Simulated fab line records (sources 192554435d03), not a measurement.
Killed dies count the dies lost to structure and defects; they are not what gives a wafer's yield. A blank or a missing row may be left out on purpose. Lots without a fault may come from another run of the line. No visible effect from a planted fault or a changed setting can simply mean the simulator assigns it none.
fab line records	flow n5_finfet
[record] lots = 6	wafers = 17	last_day = 17
route steps=1938 shown BEOL_M0_SAQP@699 BEOL_M0_CUTY@701 BEOL_M4@1111 PASSIVATION@1936
lots that met no fault: from a run of the same line without faults
start_h: start of the lot's first displayed wafer, in hours after the record's first day	wait_h: time in hours since the lot's previous step	" identical to the entry in the row above	L1.1+2: a row that stands for several wafers	- no value, or no start was given	* or withheld: withheld	< > ~ a bound
route shown NAME@n: names a module that has steps shown in the file, with the first one's number in the route	usual: mean and standard deviation over wafers with no fault	same: alike in all rows	chamber/n: place in a boat	sites: each site's reading	_std_site: standard deviation across them	_edge_site: the outer-site mean with the inner-site mean subtracted	radius_mm: how far each site lies from the wafer's centre	mask NAME#n: copy n	behind: the last tool/chamber to shape the wafer	hold: why the lot went on hold/how many hours it stayed there/how the hold came to an end	device: which transistor (n, p or np) failed to switch	end of line: the same wafers' tests at the end of the route	a step without rows: its recipe alone	killed: dies lost to structure and defects at the first sort, not the wafer's yield	map: the dies of a wafer, with x for killed, . for not killed, _ for no die there
set.NAME: setting as actually run; set.NAME@STEP: the setting as run at that earlier step	model.NAME: the simulator's own value behind a step, which no gauge read
lots at selected steps of the route; one table per step, one row per wafer
services: a tool's chamber out of use, with start hour (start_h, from the record's first day; less than 0 if before it), hours out, and reason
[[steps]]
[step N5_BEOL_M0_SAQP_ETCH_49]
[recipe] chemistry = CF4/O2	target_depth_a = 370	target = SiO2	pressure_mtorr = 40	source_w = 535	bias_w = 49	Ar_flow_sccm = 100	cf4_flow_sccm = 100	O2_flow_sccm = 10	ion_energy_ev = 100
[usual] drypump_motor_current_A = 5.7/0.54	oes_product_au = 0.75/0.071	rf_vpp_V = 241.2/2.9	showerhead_plenum_p_Torr = 2.20/0.066	throttle_valve_pct = 16.00/0.23
lot.wafer	tool	chamber	start_h	wait_h	drypump_motor_current_A	oes_product_au	rf_hours_counter_h	rf_vpp_V	showerhead_plenum_p_Torr	throttle_valve_pct
L953.2	rie_diel-02	3	129.22	0.3	4.7	0.75	168	239.7	2.20	16.06
L953.4	"	1	"	"	5.9	0.70	247	239.2	2.09	15.92
L953.6	"	3	"	"	4.7	0.74	-	239.6	2.20	16.05
L955.2	rie_diel-02	3	138.32	0.3	4.7	0.75	171	238.9	2.20	16.08
L955.3	"	2	"	"	5.6	0.76	122	244.2	2.22	15.62
L963.2	rie_diel-05	2	186.95	0.3	5.5	0.70	244	239.5	2.17	15.89
L963.5	"	0	"	"	5.4	0.69	-	242.6	2.18	16.02
L963.6	"	3	"	"	5.6	0.72	-	244.1	2.18	16.33
L964.1	rie_diel-02	0	190.10	0.3	6.0	0.71	219	240.8	2.18	16.28
L964.2	"	3	"	"	4.7	0.74	188	238.2	2.20	16.09
L964.4	"	2	"	"	5.6	0.75	140	244.7	2.21	15.66
L971.2	rie_diel-02	1	238.07	0.5	5.9	0.92	26	243.9	2.34	15.51
L971.3	"	2	"	"	5.6	0.73	153	244.7	2.20	15.69
L971.4	"	0	"	"	6.0	0.70	231	240.5	2.18	16.31
L973.2	rie_diel-02	3	244.58	0.3	4.7	0.72	207	239.0	2.19	16.15
L973.4	"	1	"	"	5.9	0.90	28	243.8	2.34	15.50
L973.6	"	3	"	"	4.8	0.72	-	240.0	2.19	16.14
[step N5_BEOL_M0_SAQP_STRIP_75]
[recipe] chemistry = CF4	resist = SiARC	power_w = 300	bias_power_w = 75	pressure_mtorr = 50	cf4_flow_sccm = 150	rf_frequency_hz = 6e+07
[usual] drypump_motor_current_A = 5.7/0.54	oes_product_au = 0.174/0.016	rf_vpp_V = 270.9/1.5	showerhead_plenum_p_Torr = 1.79/0.053	throttle_valve_pct = 13.75/0.24
lot.wafer	tool	chamber	start_h	wait_h	drypump_motor_current_A	oes_product_au	rf_hours_counter_h	rf_vpp_V	showerhead_plenum_p_Torr	throttle_valve_pct
L953.2	rie_diel-02	3	129.32	0.1	4.7	0.170	168	271.1	1.79	13.77
L953.4	"	1	"	"	5.9	0.167	247	270.0	1.71	13.71
L953.6	"	3	"	"	4.7	0.171	-	271.1	1.79	13.77
L955.2	rie_diel-02	3	138.42	0.1	4.8	0.172	171	273.1	1.79	13.78
L955.3	"	2	"	"	5.6	0.173	122	270.0	1.80	13.37
L963.2	rie_diel-05	2	187.05	0.1	5.5	0.169	244	272.8	1.77	13.68
L963.5	"	0	"	"	5.4	0.154	-	271.3	1.78	13.82
L963.6	"	3	"	"	5.6	0.169	-	270.6	1.78	14.10
L964.1	rie_diel-02	0	190.20	0.1	6.0	0.165	219	271.1	1.78	14.03
L964.2	"	3	"	"	4.8	0.174	188	269.4	1.78	13.83
L964.4	"	2	"	"	5.6	0.172	140	270.9	1.80	13.42
L971.2	rie_diel-02	1	238.17	0.1	5.9	0.209	26	272.6	1.91	13.21
L971.3	"	2	"	"	5.6	0.165	153	271.5	1.79	13.45
L971.4	"	0	"	"	6.0	0.164	231	271.1	1.77	14.04
L973.2	rie_diel-02	3	244.68	0.1	4.8	0.172	207	270.3	1.78	13.88
L973.4	"	1	"	"	5.9	0.208	28	273.2	1.91	13.23
L973.6	"	3	"	"	4.8	0.171	-	272.4	1.78	13.88
[step N5_BEOL_M0_CUTY_COAT_50]
[recipe] resist = SiARC	temp_c = 220	time_s = 60	spin_rpm = 1500	resist_thk_nm = 15
[step N5_BEOL_M0_CUTY_COAT_51]
[recipe] resist = CAR-ArF-block	spin_rpm = 1500	resist_thk_nm = 150
[step N5_BEOL_M0_CUTY_EBR_52]
[recipe] solvent = PGMEA	ebr_width_mm = 1.5
[step N5_BEOL_M0_CUTY_SOFTBAKE_53]
[recipe] temp_c = 110	time_s = 60	resist = CAR-ArF-block
[step N5_BEOL_M0_CUTY_EXPOSE_54]
[recipe] mask_id = M0_ABLK	na = 1.35	source_shape = conventional	sigma_outer = 0.8	polarization = unpolarized	dose_mj = 36
[step N5_BEOL_M0_CUTY_PEB_55]
[recipe] peb_temp_c = 110	peb_time_s = 60	resist = CAR-ArF-block
[step N5_BEOL_M0_CUTY_DEVELOP_56]
[recipe] develop_time_s = 30	developer = TMAH	resist = CAR-ArF-block	rinse_liquid = diw	dry = air_spin	dev_temp_c = 23
[step N5_BEOL_M0_CUTY_CD_MEAS_57]
[recipe] target_cd_nm = 200	landing_energy_ev = 500	detector = se_inlens	polarity = line
[usual] cd_nm = 199.6/0.95
lot.wafer	tool	chamber	start_h	wait_h	cd_nm
L953.2	cd_sem-02	0	129.59	-	198.5
L953.4	"	0	"	"	199.5
L953.6	"	0	"	"	199.4
L955.2	cd_sem-01	0	138.69	-	200.6
L955.3	"	0	"	"	200.0
L963.2	cd_sem-01	0	187.44	-	197.2
L963.5	"	0	"	"	198.0
L963.6	"	0	"	"	197.9
L964.1	cd_sem-01	0	190.47	-	198.5
L964.2	"	0	"	"	197.6
L964.4	"	0	"	"	198.1
L971.2	cd_sem-02	0	238.56	-	199.9
L971.3	"	0	"	"	200.9
L971.4	"	0	"	"	200.7
L973.2	cd_sem-02	0	245.08	-	198.7
L973.4	"	0	"	"	199.7
L973.6	"	0	"	"	198.9
[step N5_BEOL_M0_CUTY_OVL_MEAS_58]
[recipe] points_per_wafer = 44
[usual] M0_ABLK_OVL = 0.1/0.59
lot.wafer	tool	chamber	start_h	wait_h	M0_ABLK_OVL[nm]
L953.2	overlay-02	0	129.62	0.0	0.3
L953.4	"	0	"	"	-1.1
L953.6	"	0	"	"	0.0
L955.2	overlay-01	0	138.72	0.0	1.1
L955.3	"	0	"	"	0.1
L963.2	overlay-02	0	187.47	0.0	0.6
L963.5	"	0	"	"	0.3
L963.6	"	0	"	"	1.0
L964.1	overlay-02	0	190.50	0.0	0.4
L964.2	"	0	"	"	1.1
L964.4	"	0	"	"	0.3
L971.2	overlay-01	0	238.59	0.0	-0.1
L971.3	"	0	"	"	-0.1
L971.4	"	0	"	"	0.6
L973.2	overlay-02	0	245.11	0.0	0.5
L973.4	"	0	"	"	0.7
L973.6	"	0	"	"	0.7
[step N5_BEOL_M0_CUTY_INSPECT_59]
[recipe] mode = adi	inspect_instrument = macro
[usual] raw_defect_count = 2.0/1.4
lot.wafer	tool	chamber	start_h	wait_h	raw_defect_count
L953.2	defect_inspect-02	-	129.65	0.0	1
L953.4	"	-	"	"	1
L953.6	"	-	"	"	1
L955.2	defect_inspect-01	-	138.74	0.0	1
L955.3	"	-	"	"	0
L963.2	defect_inspect-01	-	187.49	0.0	0
L963.5	"	-	"	"	2
L963.6	"	-	"	"	1
L964.1	defect_inspect-01	-	190.52	0.0	2
L964.2	"	-	"	"	1
L964.4	"	-	"	"	0
L971.2	defect_inspect-01	-	238.62	0.0	5
L971.3	"	-	"	"	2
L971.4	"	-	"	"	2
L973.2	defect_inspect-01	-	245.13	0.0	3
L973.4	"	-	"	"	1
L973.6	"	-	"	"	3
[step N5_BEOL_M0_CUTY_DESCUM_61]
[recipe] chemistry = O2	time_s = 7.9	source_power_w = 50	bias_power_w = 20	pressure_mtorr = 20	rf_frequency_hz = 2.712e+07	temp_c = 40	resist = CAR-ArF-block	o2_flow_sccm = 225
[usual] drypump_motor_current_A = 5.8/0.43	oes_product_au = 0.79/0.068	rf_vpp_V = 243.4/1.3	showerhead_plenum_p_Torr = 2.11/0.069	throttle_valve_pct = 20.51/0.28
lot.wafer	tool	chamber	start_h	wait_h	drypump_motor_current_A	oes_product_au	rf_hours_counter_h	rf_vpp_V	showerhead_plenum_p_Torr	throttle_valve_pct	model.CAR-ArF-block_of_BEOL_M0_CUTY_COAT_51.thk_nm
L953.2	rie_diel-06	2	129.68	0.0	6.8	0.76	159	243.5	2.09	20.83	142.2
L953.4	"	1	"	"	5.8	0.85	66	242.5	2.03	20.66	144.2
L953.6	"	0	"	"	5.7	0.78	-	244.0	2.11	20.52	144
L955.2	rie_diel-06	0	138.87	0.1	5.8	0.77	125	243.1	2.11	20.53	141.8
L955.3	"	3	"	"	5.4	0.85	72	244.3	2.12	20.24	143.2
L963.2	rie_diel-01	1	187.66	0.2	5.5	0.81	111	243.3	2.11	20.10	143.2
L963.5	"	2	"	"	5.9	0.72	-	244.7	2.17	20.68	143.4
L963.6	"	1	"	"	5.5	0.81	-	242.8	2.11	20.12	143.8
L964.1	rie_diel-03	2	190.56	0.0	5.6	0.80	110	243.1	2.20	20.59	144
L964.2	"	1	"	"	5.8	0.88	37	245.4	2.22	20.13	143.2
L964.4	"	3	"	"	5.1	0.70	223	242.3	1.98	20.60	143.4
L971.2	rie_diel-06	3	238.69	0.1	5.4	0.81	107	243.4	2.11	20.30	144.2
L971.3	"	2	"	"	6.9	0.73	198	240.7	2.07	20.89	144
L971.4	"	1	"	"	5.7	0.80	101	243.2	2.02	20.72	143.8
L973.2	rie_diel-06	1	245.17	0.0	5.8	0.80	104	241.5	2.02	20.70	143.4
L973.4	"	3	"	"	5.4	0.81	109	243.1	2.11	20.28	143.2
L973.6	"	3	"	"	5.4	0.81	-	242.8	2.11	20.29	142.8
[step N5_BEOL_M0_CUTY_ETCH_62]
[recipe] chemistry = CF4	target = SiARC	mask_material = CAR-ArF-block	time_s = 58.5	ion_energy_ev = 80	pressure_mtorr = 40	source_w = 545	bias_w = 36	Ar_flow_sccm = 100	cf4_flow_sccm = 100	ends = cleared
[usual] drypump_motor_current_A = 5.8/0.43	etch_rf_on_time_s = 58.4/0.9	oes_product_au = 0.68/0.06	rf_vpp_V = 184.2/1.1	showerhead_plenum_p_Torr = 2.16/0.064	throttle_valve_pct = 15.68/0.28
lot.wafer	tool	chamber	start_h	wait_h	drypump_motor_current_A	etch_rf_on_time_s	oes_product_au	rf_hours_counter_h	rf_vpp_V	showerhead_plenum_p_Torr	throttle_valve_pct	model.CAR-ArF-block_of_BEOL_M0_CUTY_COAT_51.thk_nm
L953.2	rie_diel-06	2	129.71	0.0	6.8	59.5	0.64	159	183.8	2.14	16.03	117.2
L953.4	"	1	"	"	5.8	57.7	0.72	66	183.7	2.09	15.79	119.2
L953.6	"	0	"	"	5.7	58.7	0.66	-	183.0	2.15	15.66	119
L955.2	rie_diel-06	0	138.90	0.0	5.7	58.7	0.66	125	184.9	2.15	15.66	116.8
L955.3	"	3	"	"	5.4	57.1	0.74	72	184.1	2.17	15.39	118.2
L963.2	rie_diel-01	1	187.70	0.0	5.5	56.6	0.70	111	184.6	2.16	15.27	118.2
L963.5	"	2	"	"	5.9	57.8	0.63	-	186.3	2.22	15.82	118.4
L963.6	"	1	"	"	5.5	56.5	0.70	-	185.2	2.16	15.27	118.8
L964.1	rie_diel-03	2	190.59	0.0	5.7	58.5	0.68	110	186.0	2.24	15.72	118.8
L964.2	"	1	"	"	5.8	59.4	0.76	37	186.7	2.27	15.28	118
L964.4	"	3	"	"	5.1	59.7	0.60	223	183.4	2.03	15.83	118.4
L971.2	rie_diel-06	3	238.73	0.0	5.4	57.1	0.71	107	185.2	2.16	15.46	119
L971.3	"	2	"	"	6.8	58.2	0.62	198	182.4	2.13	16.12	118.8
L971.4	"	1	"	"	5.8	57.7	0.69	101	183.4	2.07	15.86	118.8
L973.2	rie_diel-06	1	245.20	0.0	5.8	57.5	0.69	104	181.2	2.07	15.87	118.4
L973.4	"	3	"	"	5.4	57.0	0.70	110	183.8	2.16	15.47	118.2
L973.6	"	3	"	"	5.4	57.4	0.70	-	183.8	2.16	15.47	117.8
[step N5_BEOL_M0_CUTY_ETCH_63]
[recipe] chemistry = N2/H2	target = SOC	target_depth_a = 827	overetch_a = 165	mask_material = SiARC	temp_c = 40	ion_energy_ev = 200	time_s = 124	pressure_mtorr = 30	source_w = 840	bias_w = 150	n2_flow_sccm = 200	h2_flow_sccm = 200
[usual] drypump_motor_current_A = 5.8/0.43	oes_product_au = 0.65/0.055	rf_vpp_V = 524.3/2.3	showerhead_plenum_p_Torr = 2.56/0.08	throttle_valve_pct = 17.86/0.29
lot.wafer	tool	chamber	start_h	wait_h	drypump_motor_current_A	oes_product_au	rf_hours_counter_h	rf_vpp_V	showerhead_plenum_p_Torr	throttle_valve_pct
L953.2	rie_diel-06	2	129.76	0.0	6.9	0.62	159	525.5	2.53	18.08
L953.4	"	1	"	"	5.8	0.69	66	522.1	2.47	18.07
L953.6	"	0	"	"	5.8	0.64	-	523.2	2.56	17.84
L955.2	rie_diel-06	0	138.95	0.0	5.7	0.63	125	526.1	2.56	17.85
L955.3	"	3	"	"	5.4	0.71	72	524.8	2.58	17.61
L963.2	rie_diel-01	1	187.74	0.0	5.5	0.67	111	523.5	2.56	17.44
L963.5	"	2	"	"	5.9	0.60	-	525.4	2.64	18.14
L963.6	"	1	"	"	5.5	0.66	-	523.9	2.56	17.45
L964.1	rie_diel-03	2	190.64	0.0	5.7	0.65	110	526.7	2.67	17.88
L964.2	"	1	"	"	5.8	0.73	37	528.6	2.69	17.41
L964.4	"	3	"	"	5.1	0.58	223	520.1	2.41	17.97
L971.2	rie_diel-06	3	238.77	0.0	5.4	0.67	107	524.4	2.56	17.68
L971.3	"	2	"	"	6.8	0.60	198	523.0	2.51	18.16
L971.4	"	1	"	"	5.8	0.66	101	520.0	2.45	18.13
L973.2	rie_diel-06	1	245.25	0.0	5.8	0.65	104	521.9	2.45	18.13
L973.4	"	3	"	"	5.4	0.67	110	524.9	2.56	17.68
L973.6	"	3	"	"	5.4	0.66	-	524.8	2.56	17.69
[step N5_BEOL_M4_RC_MEAS_101]
[usual] DIBL_N = 36.3/1.2	DIBL_P = 36.3/1.4	IOFF_N = 0.157/0.02	IOFF_P = 0.22/0.033	ION_N = 675/9.6	ION_P = 465/8.2	SS_N = 71.4/0.45	SS_P = 73.3/0.54	VT_N = 249.8/2.5	VT_P = -249/3.2
lot.wafer	tool	chamber	start_h	wait_h	DIBL_N[mV/V]	DIBL_P[mV/V]	IOFF_N[nA/um]	IOFF_P[nA/um]	ION_N[uA/um]	ION_P[uA/um]	SS_N[mV/dec]	SS_P[mV/dec]	VT_N[mV]	VT_P[mV]
L953.2	prober-01	0	188.04	0.2	36.7	37.2	0.161	0.19	675	454	70.6	72.9	250.2	-252
L953.4	"	0	"	"	35.9	35.8	0.147	0.18	681	458	71.0	72.7	248.5	-250
L953.6	"	0	"	"	36.0	36.6	0.156	0.19	677	460	71.7	73.4	249.3	-250
L955.2	prober-01	0	209.24	0.2	36.1	35.9	0.161	0.24	685	477	70.8	73.3	249.4	-245
L955.3	"	0	"	"	36.7	36.7	0.175	0.25	681	469	72.3	73.1	248.9	-251
L964.1	prober-01	0	251.93	0.0	35.4	35.8	0.159	0.20	670	457	71.4	72.7	248.4	-253
L964.2	"	0	"	"	34.8	35.2	0.152	0.20	674	459	70.6	72.7	248.7	-252
L964.4	"	0	"	"	35.0	35.2	0.157	0.19	677	456	71.2	72.9	248.8	-251
L963.2	prober-01	0	269.58	0.2	37.1	37.2	0.183	0.26	688	473	71.0	73.9	245.6	-246
L963.5	"	0	"	"	36.2	36.6	0.171	0.24	686	474	70.9	73.2	247.6	-247
L963.6	"	0	"	"	36.9	37.6	0.184	0.25	689	471	71.5	73.6	245.5	-246
L973.2	prober-01	0	307.35	0.2	37.1	37.2	0.175	0.28	680	472	71.5	73.8	246.7	-245
L973.4	"	0	"	"	36.1	35.8	0.147	0.25	665	465	71.4	72.6	250.7	-246
L973.6	"	0	"	"	36.9	37.3	0.168	0.27	670	472	71.8	73.5	249.9	-245
L971.2	prober-02	0	309.13	0.2	37.2	37.4	0.182	0.25	679	463	71.3	73.4	245.6	-245
L971.3	"	0	"	"	35.6	35.7	0.150	0.21	669	466	70.6	73.3	248.5	-246
L971.4	"	0	"	"	37.5	37.6	0.181	0.25	678	466	71.4	73.6	247.2	-247
[step N5_PASSIVATION_PROBE_49]
[usual] defect_limited_yield = 91.1/1.4	killed_at_M0_to_M3 = 33/10	killed_at_M4_up = 15/5.8	killed_at_contacts = 13/5.9	killed_at_front_end = 39/11	killed_at_other = 4/3.6	killed_dies = 105/16	killed_on_rim = 13/3.7	killed_open = 68/11	killed_short = 34/7.8	sort_bin_5_function = 5.2/0.88	sort_bin_6_memory = 3.3/0.61	sort_n_pass = 1075/16	sort_yield_pct = 91.1/1.4
[same] gross_dies = 1180	killed_at_back_side = 0	sort_bin_4_leakage[%] = 0	sort_bin_8_speed[%] = 0
lot.wafer	tool	chamber	start_h	wait_h	defect_limited_yield[%]	killed_at_M0_to_M3	killed_at_M4_up	killed_at_contacts	killed_at_front_end	killed_at_other	killed_dies	killed_on_rim	killed_open	killed_short	sort_bin_5_function[%]	sort_bin_6_memory[%]	sort_n_pass	sort_yield_pct[%]
L964.1	prober-01	-	358.32	0.0	91.1	43	12	3	33	14	105	14	58	43	5.6	2.8	1075	91.1
L964.2	prober-01	-	358.37	0.1	91.2	43	12	13	27	9	104	10	64	37	4.5	4.0	1076	91.2
L964.4	prober-01	-	358.47	0.2	90.9	42	13	6	34	12	107	9	61	43	4.3	4.1	1073	90.9
// killed by level:class
L964.1 BEOL_M2:geometric_particle:open=11 FIN_SAQP:geometric_particle:short=9 BEOL_M0_SAQP:geometric_particle:short=7 BEOL_M1:geometric_particle:open=7 FIN_SAQP:geometric_particle:open=6 BEOL_M3:geometric_particle:open=6 DUMMY_GATE:geometric_particle:open=4 MIM_TOP_ETCH:geometric_particle:open=4
L964.2 BEOL_M2:geometric_particle:open=10 BEOL_M4:geometric_particle:open=9 BEOL_M1:geometric_particle:open=9 MOL_CONTACT_COAG:geometric_particle:open=8 BEOL_M0_SAQP:geometric_particle:short=8 FIN_SAQP:geometric_particle:short=7 DUMMY_GATE:geometric_particle:open=7 BEOL_M0_SAQP:geometric_particle:open=5
L964.4 BEOL_M0_SAQP:geometric_particle:short=14 FIN_SAQP:geometric_particle:short=12 BEOL_M2:geometric_particle:open=10 FIN_SAQP:geometric_particle:open=6 MOL_CONTACT_COAG:geometric_particle:open=6 BEOL_M4:geometric_particle:open=6 BEOL_M0_SAQP:geometric_particle:open=5 BEOL_M1:geometric_particle:open=5
[[services]]
tool	chamber	start_h	hours	kind
rie_diel-01	3	137.44	-	clean
rie_diel-01	3	137.44	-	consumable_replace:focus_ring
rie_diel-01	3	137.44	23.2	scheduled_down
rie_diel-01	3	137.44	23.2	vent_cycle
rie_diel-02	1	137.73	-	clean
rie_diel-02	1	137.73	-	consumable_replace:focus_ring
rie_diel-02	1	137.73	-	consumable_replace:showerhead
rie_diel-02	-	139.51	0.9	repair
rie_diel-06	-	174.50	0.2	repair
rie_diel-03	1	191.39	1.3	repair
rie_diel-02	0	202.66	7.8	repair
rie_diel-02	2	206.69	6.6	repair
rie_diel-05	2	209.91	-	clean
rie_diel-05	2	209.91	-	consumable_replace:focus_ring
rie_diel-05	2	209.91	14.9	scheduled_down
rie_diel-05	2	209.91	14.9	vent_cycle
[[key]]
first_sign none at tools or gauges
[model_effect] step = N5_BEOL_M0_CUTY_DESCUM_61	value = CAR-ArF-block_of_BEOL_M0_CUTY_COAT_51.thk_nm	without = 143.4	struck = 142
[model_effect] step = N5_BEOL_M0_CUTY_ETCH_62	value = CAR-ArF-block_of_BEOL_M0_CUTY_COAT_51.thk_nm	without = 118.3	struck = 117
met_at N5_BEOL_M0_CUTY_DESCUM_61
struck_wafers L953.2,L955.2
[fault] kind = process_parameter_drift	tool = rie_diel-06	chamber = -	onset_h = 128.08	steps = N5_BEOL_M0_CUTY_DESCUM_61	channel = time_s	offset = *	shape = step	end_h = 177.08	scope = struck_wafers_only	acts_in = *	stated = *
